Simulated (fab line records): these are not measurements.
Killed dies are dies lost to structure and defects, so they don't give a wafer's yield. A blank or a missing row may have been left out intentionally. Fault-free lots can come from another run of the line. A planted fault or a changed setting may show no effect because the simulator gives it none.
fab line records | flow nand_harc
[record] lots = 12 | wafers = 36 | last_day = 33
route steps=1302 shown A_STAIRCASE@848 A_SGD_CUT@902 END@1302
lots that met no fault: taken from a fault-free run of the same line
start_h: hours from the record's first day to the start of the lot's first wafer shown | wait_h: hours elapsed since this lot's preceding step | " same as the row above | L1.1+2: several wafers, shown together as one row | - value missing, or start not given | * or withheld: withheld | < > ~ a bound
route shown NAME@n: a module of which the file shows steps, and the number in the route of the first | usual: average and standard deviation across the fault-free wafers | same: alike in all rows | chamber/n: place in a boat | sites: per-site readings | _std_site: how widely they spread, as a standard deviation | _edge_site: the outer-site mean with the inner-site mean subtracted | radius_mm: for every site, how far away it sits from the centre of the wafer | mask NAME#n: copy n | behind: the tool/chamber that last shaped the wafer | hold: the reason the lot was held/the length of the hold in hours/how it ended | device: transistor that didn't switch, given as n, p or np | end of line: at the end of the route, the tests of the same wafers | where a step has no rows: the recipe by itself | killed: count of dies lost to structure and defects at first sort (not the wafer's yield) | map: a wafer's dies, marking killed ones x, the rest . and places with no die _
set.NAME: the run value of the setting; set.NAME@STEP: its run value at that earlier step | model.NAME: the simulator's own value behind a step, which no gauge read
route steps across a sampled set of lots; one table per step, one row per wafer
services: a tool's chamber out of use, with start hour (start_h, from the record's first day; less than 0 if before it), hours out, and reason
[[steps]]
[step NHARC_A_STAIRCASE_ALD_420]
[recipe] target_thk_a = 200 | pulse_time_s = 6 | ald_cycles = 200 | temp_c = 300 | material = SiO2
[usual] heater_power_w = 477/42 | precursor_pulse_height_rel = 0.997/0.021
lot.wafer | tool      | chamber | start_h | wait_h | heater_power_w | precursor_pulse_height_rel
L595.4    | ald_hk-02 | 1       | 402.84  | -      | 450            | 1.005
L595.3    | "         | 0       | "       | "      | 441            | 0.977
L595.5    | "         | 2       | "       | "      | 519            | 1.031
L596.4    | ald_hk-01 | 2       | 406.42  | -      | 534            | 1.007
L596.3    | "         | 1       | "       | "      | 424            | 0.980
L596.6    | "         | 2       | "       | "      | 528            | 0.988
L597.1    | ald_hk-01 | 1       | 418.02  | 0.1    | 415            | 1.004
L597.2    | "         | 0       | "       | "      | 472            | 1.013
L597.5    | "         | 1       | "       | "      | 411            | 1.006
L599.3    | ald_hk-01 | 2       | 427.79  | -      | 535            | 1.000
L599.1    | "         | 3       | "       | "      | 472            | 0.998
L599.6    | "         | 3       | "       | "      | 498            | 1.041
L600.4    | ald_hk-01 | 2       | 449.97  | -      | 527            | 0.964
L600.3    | "         | 3       | "       | "      | 493            | 1.053
L600.1    | "         | 0       | "       | "      | 470            | 0.968
L602.2    | ald_hk-01 | 1       | 462.51  | -      | 407            | 0.946
L602.3    | "         | 0       | "       | "      | 486            | 0.986
L602.6    | "         | 1       | "       | "      | 419            | 1.000
L604.4    | ald_hk-01 | 1       | 475.59  | -      | 413            | 0.999
L604.3    | "         | 3       | "       | "      | 491            | 0.996
L604.6    | "         | 2       | "       | "      | 531            | 1.024
L610.4    | ald_hk-03 | 0       | 535.02  | -      | 465            | 1.029
L610.5    | "         | 3       | "       | "      | 524            | 0.991
L610.6    | "         | 0       | "       | "      | 467            | 0.977
L609.3    | ald_hk-01 | 0       | 538.84  | -      | 460            | 0.959
L609.2    | "         | 3       | "       | "      | 472            | 0.982
L609.6    | "         | 0       | "       | "      | 471            | 0.990
L615.2    | ald_hk-01 | 1       | 604.44  | -      | 430            | 0.975
L615.5    | "         | 1       | "       | "      | 418            | 0.999
L615.6    | "         | 2       | "       | "      | 555            | 0.992
L616.4    | ald_hk-01 | 2       | 606.12  | -      | 545            | 0.991
L616.2    | "         | 3       | "       | "      | 488            | 0.977
L616.1    | "         | 0       | "       | "      | 468            | 1.007
L618.4    | ald_hk-02 | 3       | 613.54  | -      | 429            | 1.015
L618.3    | "         | 1       | "       | "      | 453            | 0.999
L618.5    | "         | 3       | "       | "      | 421            | 1.018
[step NHARC_A_STAIRCASE_ETCH_444]
[recipe] target_depth_a = 2.04e+05 | time_s = 6800 | c4f8_flow_sccm = 20 | o2_flow_sccm = 10 | ar_flow_sccm = withheld | rf_w = 600 | bias_w = 1000 | chemistry = C4F8/O2
[usual] oes_product_au = 0.937/0.019 | rf_vpp_V = 809/4.9
lot.wafer | tool        | chamber | start_h | wait_h | oes_product_au | rf_hours_counter_h | rf_vpp_V
L595.3    | rie_diel-01 | 0       | 439.26  | 0.1    | 0.937          | 14                 | 806
L595.4    | "           | 1       | "       | "      | 0.932          | 16                 | 805
L595.5    | "           | 1       | 441.67  | 2.4    | 0.928          | -                  | 805
L596.3    | rie_diel-01 | 3       | 446.14  | 0.5    | 0.928          | 19                 | 813
L596.4    | "           | 1       | "       | "      | 0.926          | 21                 | 805
L596.6    | "           | 3       | "       | "      | 0.929          | -                  | 814
L597.1    | rie_diel-10 | 1       | 454.29  | 1.0    | 0.983          | 7                  | 807
L597.2    | "           | 2       | "       | "      | 0.991          | 6                  | 816
L597.5    | "           | 0       | "       | "      | 0.965          | -                  | 815
L599.3    | rie_diel-02 | 2       | 466.49  | 1.0    | 0.928          | 22                 | 801
L599.1    | "           | 3       | "       | "      | 0.907          | 24                 | 815
L599.6    | "           | 1       | "       | "      | 0.943          | -                  | 805
L600.1    | rie_diel-02 | 1       | 488.46  | 0.1    | 0.952          | 26                 | 807
L600.3    | "           | 3       | "       | "      | 0.917          | 29                 | 814
L600.4    | "           | 0       | "       | "      | 0.937          | 27                 | 805
L602.2    | rie_diel-10 | 3       | 495.90  | 0.1    | 0.924          | 18                 | 813
L602.3    | "           | 0       | "       | "      | 0.913          | 20                 | 815
L602.6    | "           | 3       | 497.78  | 2.0    | 0.919          | -                  | 810
L604.3    | rie_diel-10 | 0       | 513.63  | 0.1    | 0.935          | 26                 | 815
L604.4    | "           | 2       | "       | "      | 0.936          | 22                 | 815
L604.6    | "           | 1       | 516.00  | 2.4    | 0.948          | -                  | 807
L609.2    | rie_diel-01 | 3       | 568.53  | 0.5    | 0.979          | 1                  | 813
L609.3    | "           | 0       | "       | "      | 0.981          | 1                  | 806
L609.6    | "           | 2       | "       | "      | 0.952          | -                  | 813
L610.4    | rie_diel-02 | 3       | 569.32  | 1.5    | 0.898          | 50                 | 814
L610.6    | "           | 0       | "       | "      | 0.934          | -                  | 803
L610.5    | "           | 1       | "       | "      | 0.936          | -                  | 808
L616.2    | rie_diel-02 | 0       | 638.80  | 0.1    | 0.930          | 19                 | 802
L616.4    | "           | 1       | "       | "      | 0.929          | 19                 | 807
L616.1    | "           | 2       | "       | "      | 0.944          | 18                 | 800
L615.2    | rie_diel-01 | 1       | 639.63  | 0.7    | 0.941          | 27                 | 807
L615.6    | "           | 0       | 640.89  | 1.9    | 0.919          | -                  | 807
L615.5    | "           | 1       | "       | "      | 0.941          | -                  | 805
L618.3    | rie_diel-01 | 1       | 649.19  | 1.0    | 0.944          | 32                 | 806
L618.4    | "           | 2       | "       | "      | 0.926          | 32                 | 815
L618.5    | "           | 0       | "       | "      | 0.931          | -                  | 805
[step NHARC_A_STAIRCASE_ETCHBACK_157]
[recipe] target_depth_a = 900 | over_etch_frac = 0.3 | time_s = 167.14 | ion_energy_ev = 120 | ch3f_flow_sccm = 50 | o2_flow_sccm = 30 | ar_flow_sccm = 200 | rf_w = 500 | bias_w = 100 | chemistry = CH3F/O2
[usual] ch3f_flow_sccm = 49.99/0.15 | drypump_motor_current_A = 5.7/0.41 | oes_product_au = 0.98/0.031 | rf_vpp_V = 244.9/1.7 | run_length_s = 188.4/0.55 | showerhead_plenum_p_Torr = 2.50/0.11 | throttle_valve_pct = 20.663/0.0087
lot.wafer | tool        | chamber | start_h | wait_h | ch3f_flow_sccm | drypump_motor_current_A | oes_product_au | rf_hours_counter_h | rf_vpp_V | run_length_s | showerhead_plenum_p_Torr | throttle_valve_pct
L595.3    | rie_diel-10 | 3       | 445.46  | 0.1    | 49.99          | 6.0                     | 0.99           | 2                  | 245.5    | 188.1        | 2.53                     | 20.672
L595.4    | "           | 1       | "       | "      | 50.04          | 5.7                     | 1.02           | 3                  | 245.1    | 187.7        | 2.47                     | 20.656
L595.5    | "           | 0       | "       | "      | 49.90          | 5.4                     | 1.00           | -                  | 246.5    | 188.5        | 2.64                     | 20.654
L596.4    | rie_diel-01 | 1       | 451.80  | 0.2    | 50.20          | 6.1                     | 1.00           | 22                 | 243.8    | 188.8        | 2.41                     | 20.667
L596.3    | "           | 2       | "       | "      | 49.89          | 5.9                     | 0.99           | 22                 | 247.5    | 187.6        | 2.63                     | 20.665
L596.6    | "           | 1       | "       | "      | 50.20          | 6.1                     | 1.01           | -                  | 242.1    | 188.8        | 2.41                     | 20.644
L597.1    | rie_diel-02 | 0       | 459.63  | 0.2    | 49.75          | 6.1                     | 0.99           | 17                 | 244.4    | 188.2        | 2.39                     | 20.668
L597.2    | "           | 3       | "       | "      | 49.76          | 5.5                     | 0.96           | 21                 | 247.9    | 188.0        | 2.63                     | 20.666
L597.5    | "           | 1       | "       | "      | 49.92          | 6.2                     | 0.98           | -                  | 244.6    | 188.8        | 2.46                     | 20.661
L599.3    | rie_diel-01 | 0       | 471.66  | 0.2    | 49.96          | 4.8                     | 0.99           | 27                 | 243.3    | 188.8        | 2.45                     | 20.669
L599.1    | "           | 1       | "       | "      | 50.14          | 6.1                     | 0.95           | 29                 | 243.4    | 188.6        | 2.41                     | 20.647
L599.6    | "           | 2       | "       | "      | 49.85          | 5.9                     | 0.95           | -                  | 245.8    | 187.7        | 2.62                     | 20.659
L600.1    | rie_diel-01 | 3       | 494.56  | 0.2    | 49.75          | 5.7                     | 0.93           | 39                 | 244.6    | 189.3        | 2.60                     | 20.662
L600.4    | "           | 1       | "       | "      | 49.85          | 6.1                     | 0.93           | 35                 | 242.9    | 188.7        | 2.41                     | 20.663
L600.3    | "           | 2       | "       | "      | 50.06          | 5.9                     | 0.92           | 39                 | 247.5    | 187.8        | 2.62                     | 20.674
L602.2    | rie_diel-01 | 1       | 502.12  | 0.1    | 49.80          | 6.1                     | 0.92           | 37                 | 244.2    | 188.9        | 2.41                     | 20.663
L602.3    | "           | 2       | "       | "      | 49.97          | 5.9                     | 0.93           | 41                 | 245.1    | 187.9        | 2.62                     | 20.669
L602.6    | "           | 1       | "       | "      | 49.85          | 6.1                     | 0.93           | -                  | 243.4    | 188.8        | 2.41                     | 20.651
L604.3    | rie_diel-02 | 1       | 519.71  | 0.1    | 49.97          | 6.2                     | 0.94           | 38                 | 243.1    | 188.4        | 2.45                     | 20.666
L604.4    | "           | 0       | "       | "      | 50.07          | 6.1                     | 0.93           | 37                 | 243.8    | 187.9        | 2.38                     | 20.664
L604.6    | "           | 2       | "       | "      | 49.70          | 6.1                     | 0.93           | -                  | 242.6    | 187.5        | 2.31                     | 20.668
L610.4    | rie_diel-10 | 2       | 574.06  | 0.2    | 49.94          | 5.4                     | 0.99           | 42                 | 245.5    | 138.9        | 2.64                     | 20.669
L610.5    | "           | 3       | "       | "      | 49.94          | 5.9                     | 0.96           | -                  | 245.5    | 188.2        | 2.52                     | 20.671
L610.6    | "           | 0       | "       | "      | 49.94          | 5.4                     | 0.97           | -                  | 247.8    | 188.2        | 2.62                     | 20.653
L609.2    | rie_diel-10 | 3       | 574.18  | 0.2    | 50.16          | 5.9                     | 0.98           | 45                 | 245.8    | 188.1        | 2.52                     | 20.667
L609.3    | "           | 0       | "       | "      | 50.00          | 5.5                     | 0.99           | 45                 | 246.6    | 138.6        | 2.62                     | 20.651
L609.6    | "           | 1       | "       | "      | 49.91          | 5.7                     | 1.01           | -                  | 246.4    | 187.5        | 2.45                     | 20.668
L616.1    | rie_diel-01 | 1       | 644.88  | 0.2    | 49.83          | 6.1                     | 0.94           | 30                 | 242.7    | 188.8        | 2.39                     | 20.669
L616.2    | "           | 2       | "       | "      | 49.88          | 5.9                     | 0.92           | 30                 | 244.9    | 187.8        | 2.60                     | 20.657
L616.4    | "           | 0       | "       | "      | 50.05          | 4.7                     | 0.93           | 29                 | 243.7    | 189.4        | 2.43                     | 20.674
L615.2    | rie_diel-02 | 1       | 646.10  | 0.2    | 50.01          | 6.2                     | 1.00           | 23                 | 242.6    | 188.6        | 2.43                     | 20.671
L615.5    | "           | 0       | "       | "      | 50.05          | 6.1                     | 1.00           | -                  | 242.2    | 188.2        | 2.36                     | 20.664
L615.6    | "           | 1       | "       | "      | 50.01          | 6.2                     | 0.99           | -                  | 244.7    | 188.4        | 2.43                     | 20.681
L618.4    | rie_diel-01 | 1       | 654.40  | 0.2    | 49.87          | 6.1                     | 1.02           | 34                 | 243.7    | 188.6        | 2.39                     | 20.651
L618.3    | "           | 2       | "       | "      | 50.07          | 5.8                     | 1.00           | 34                 | 248.1    | 187.7        | 2.60                     | 20.670
L618.5    | "           | 2       | "       | "      | 49.98          | 5.8                     | 1.00           | -                  | 245.4    | 187.8        | 2.60                     | 20.665
[step NHARC_A_SGD_CUT_OVL_MEAS_10]
[usual] overlay_x_nm = -0.1/0.77 | overlay_y_nm = 0.0/0.77
lot.wafer | tool       | chamber | start_h | wait_h | overlay_x_nm | overlay_y_nm
L595.3    | overlay-02 | -       | 447.41  | -      | 0.7          | 0.5
L595.4    | "          | -       | "       | "      | 0.5          | 0.8
L595.5    | "          | -       | "       | "      | 0.6          | 0.7
L596.3    | overlay-02 | -       | 453.69  | -      | 0.6          | 0.3
L596.4    | "          | -       | "       | "      | 0.8          | -0.5
L596.6    | "          | -       | "       | "      | 0.3          | -1.0
L597.1    | overlay-02 | -       | 461.30  | -      | -0.7         | 0.5
L597.2    | "          | -       | "       | "      | -0.5         | 0.3
L597.5    | "          | -       | "       | "      | -0.3         | 0.4
L599.1    | overlay-02 | -       | 473.40  | -      | -0.4         | 0.0
L599.3    | "          | -       | "       | "      | -0.9         | 0.0
L599.6    | "          | -       | "       | "      | -0.7         | 0.0
L600.1    | overlay-02 | -       | 496.34  | -      | 0.1          | 0.2
L600.3    | "          | -       | "       | "      | -0.2         | -0.4
L600.4    | "          | -       | "       | "      | -0.1         | -0.3
L602.2    | overlay-01 | -       | 503.99  | -      | 0.5          | -0.9
L602.3    | "          | -       | "       | "      | 0.5          | -0.9
L602.6    | "          | -       | "       | "      | -0.1         | -0.7
L604.3    | overlay-02 | -       | 521.98  | -      | -0.1         | -0.3
L604.4    | "          | -       | "       | "      | -0.1         | 0.0
L604.6    | "          | -       | "       | "      | -0.2         | -0.4
L610.5    | overlay-01 | -       | 575.85  | -      | -1.7         | 0.8
L610.6    | "          | -       | "       | "      | -0.8         | 0.6
L609.2    | overlay-02 | -       | 576.02  | -      | 0.5          | 0.4
L609.6    | "          | -       | "       | "      | 0.3          | 0.4
L616.1    | overlay-02 | -       | 646.55  | -      | 0.6          | 1.3
L616.2    | "          | -       | "       | "      | 0.5          | 1.4
L616.4    | "          | -       | "       | "      | 0.8          | 1.1
L615.2    | overlay-01 | -       | 647.73  | -      | 0.4          | -0.6
L615.5    | "          | -       | "       | "      | -0.2         | -0.2
L615.6    | "          | -       | "       | "      | -0.2         | -0.6
L618.3    | overlay-01 | -       | 656.13  | -      | 0.5          | -0.9
L618.4    | "          | -       | "       | "      | 0.2          | -1.0
L618.5    | "          | -       | "       | "      | 0.6          | -1.7
[step NHARC_END_SORT_01]
[recipe] temp_c = 25
[usual] killed_at_array = 58/22 | killed_at_other = 1.0/1.3 | killed_at_periphery = 5/3.4 | killed_dies = 64/22 | killed_open = 3.6/1.8 | killed_short = 2.4/1.7
[same] gross_dies = 677
lot.wafer | tool      | chamber | start_h | wait_h | killed_at_array | killed_at_other | killed_at_periphery | killed_dies | killed_open | killed_short
L609.2    | prober-01 | 0       | 703.44  | 2.8    | 41              | 0               | 5                   | 46          | 7           | 6
L609.3    | prober-01 | 0       | 704.25  | 3.1    | 675             | 0               | 2                   | 677         | 4           | 2
L609.6    | prober-01 | 0       | 706.68  | 4.1    | 48              | 1               | 1                   | 50          | 1           | 8
L610.4    | prober-02 | 0       | 705.16  | 3.4    | 671             | 3               | 3                   | 677         | 1           | 3
L610.5    | prober-02 | 0       | 705.97  | 3.7    | 65              | 1               | 10                  | 76          | 3           | 6
L610.6    | prober-02 | 0       | 706.78  | 4.0    | 86              | 0               | 8                   | 94          | 5           | 5
// killed by level:class
L609.2 A_CHANNEL_HOLE_D2:chamber_film_flake=15 A_CHANNEL_HOLE_D1:chamber_film_flake=8 A_SLIT:chamber_film_flake=4 A_CHANNEL_FILL_D2:geometric_particle:short=3 P_CONTACT:geometric_particle:open=2 P_M2:chamber_film_flake=2 A_ZERO_WELL:chamber_film_flake=2 P_CONTACT:geometric_particle:short=1
L609.3 A_STAIRCASE:area_etchback=625 A_CHANNEL_HOLE_D2:chamber_film_flake=21 A_CHANNEL_HOLE_D1:chamber_film_flake=12 A_SLIT:chamber_film_flake=5 A_CHANNEL_FILL_D1:geometric_particle:open=2 P_M2:chamber_film_flake=2 A_STAIRCASE:chamber_film_flake=2 A_CONTACT:chamber_film_flake=2
L610.4 A_STAIRCASE:area_etchback=592 A_CHANNEL_HOLE_D1:chamber_film_flake=36 A_SLIT:chamber_film_flake=30 A_CONTACT:chamber_film_flake=7 THIN_TSV:chamber_film_flake=3 A_CHANNEL_FILL_D1:geometric_particle:short=2 A_CHANNEL_FILL_D2:chamber_film_flake=2 P_STI:geometric_particle:open=1
L610.5 A_CHANNEL_HOLE_D1:chamber_film_flake=27 A_SLIT:chamber_film_flake=23 A_CONTACT:chamber_film_flake=7 P_ZERO_WELL:chamber_film_flake=5 P_M2:chamber_film_flake=3 P_STI:geometric_particle:open=1 A_SOURCE_PLATE:geometric_particle:short=1 A_DECK1_JOINT:geometric_particle:short=1
L609.6 A_CHANNEL_HOLE_D2:chamber_film_flake=16 A_SLIT:chamber_film_flake=9 A_CHANNEL_HOLE_D1:chamber_film_flake=8 A_STAIRCASE:chamber_film_flake=3 A_CHANNEL_FILL_D2:geometric_particle:short=2 A_WL_FILL:geometric_particle:short=2 A_CHANNEL_FILL_D2:chamber_film_flake=2 A_ONON_D1:geometric_particle:short=1
L610.6 A_SLIT:chamber_film_flake=36 A_CHANNEL_HOLE_D1:chamber_film_flake=31 A_CONTACT:chamber_film_flake=8 P_M2:chamber_film_flake=3 A_CHANNEL_FILL_D1:geometric_particle:short=2 P_GATE:chamber_film_flake=2 A_STAIRCASE:chamber_film_flake=2 P_CONTACT:geometric_particle:open=1
[[services]]
tool        | chamber | start_h | hours | kind
rie_diel-01 | -       | 380.96  | 9.0   | pm
rie_diel-01 | 0       | 380.96  | 9.0   | vent_cycle
rie_diel-01 | 1       | 380.96  | 9.0   | vent_cycle
rie_diel-01 | 2       | 380.96  | 9.0   | vent_cycle
rie_diel-02 | -       | 393.71  | 9.0   | pm
rie_diel-10 | 0       | 405.13  | 4.4   | repair
rie_diel-10 | -       | 422.96  | 9.0   | pm
rie_diel-01 | 0       | 429.08  | 2.5   | repair
ald_hk-03   | -       | 431.21  | 0.5   | repair
rie_diel-10 | 1       | 463.91  | 12.3  | repair
ald_hk-01   | -       | 480.27  | 10.0  | pm
rie_diel-10 | 0       | 498.78  | 5.2   | repair
rie_diel-02 | 0       | 511.33  | 1.3   | repair
ald_hk-03   | -       | 528.48  | 1.0   | repair
ald_hk-02   | -       | 529.81  | 10.0  | pm
rie_diel-10 | 0       | 539.17  | 2.1   | repair
rie_diel-02 | 1       | 551.20  | 4.7   | repair
rie_diel-01 | -       | 557.96  | 9.0   | pm
rie_diel-02 | -       | 570.74  | 9.0   | pm
ald_hk-03   | -       | 575.72  | 10.0  | pm
rie_diel-10 | 0       | 593.91  | 3.1   | repair
rie_diel-10 | -       | 599.96  | 9.0   | pm
rie_diel-10 | 3       | 622.77  | 5.5   | repair
rie_diel-01 | 3       | 636.36  | 2.6   | repair
[[key]]
[first_sign] step = NHARC_A_STAIRCASE_ETCHBACK_157 | reading = run_length_s | direction = down | sigmas = 91 | usual = * | struck = *
[effect] step = NHARC_END_SORT_01 | reading = killed_at_array | direction = up | sigmas = 28 | usual = 58 | struck = 673
[more_kills_born_at] NHARC_A_STAIRCASE_ETCHBACK_157@rie_diel-10 = 1217
met_at NHARC_A_STAIRCASE_ETCHBACK_157
struck_lots L609,L610
struck_wafers L609.3,L610.4
later_rows_left_out L609.3,L610.4
tester_left_out L609,L610
not_acting_at NHARC_A_STAIRCASE_ALD_420,NHARC_A_STAIRCASE_ETCH_444,NHARC_A_SGD_CUT_OVL_MEAS_10
[fault] kind = process_parameter_drift | tool = rie_diel-10 | chamber = - | onset_h = 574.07 | steps = NHARC_A_STAIRCASE_ETCHBACK_157 | channel = time_s | offset = * | shape = step | end_h = 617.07 | scope = struck_wafers_only | acts_in = * | stated = *
// tester_left_out: of these lots the tester's yield and bins aren't shown, on N5 and GAA mostly nor the transistor test; their killed dies are dies lost to structure and defects alone, not to doping, threshold or leakage, so they don't give the yield
// later_rows_left_out: the simulator's readings of these wafers behind a module that went badly wrong aren't trusted and aren't shown, but for the sort
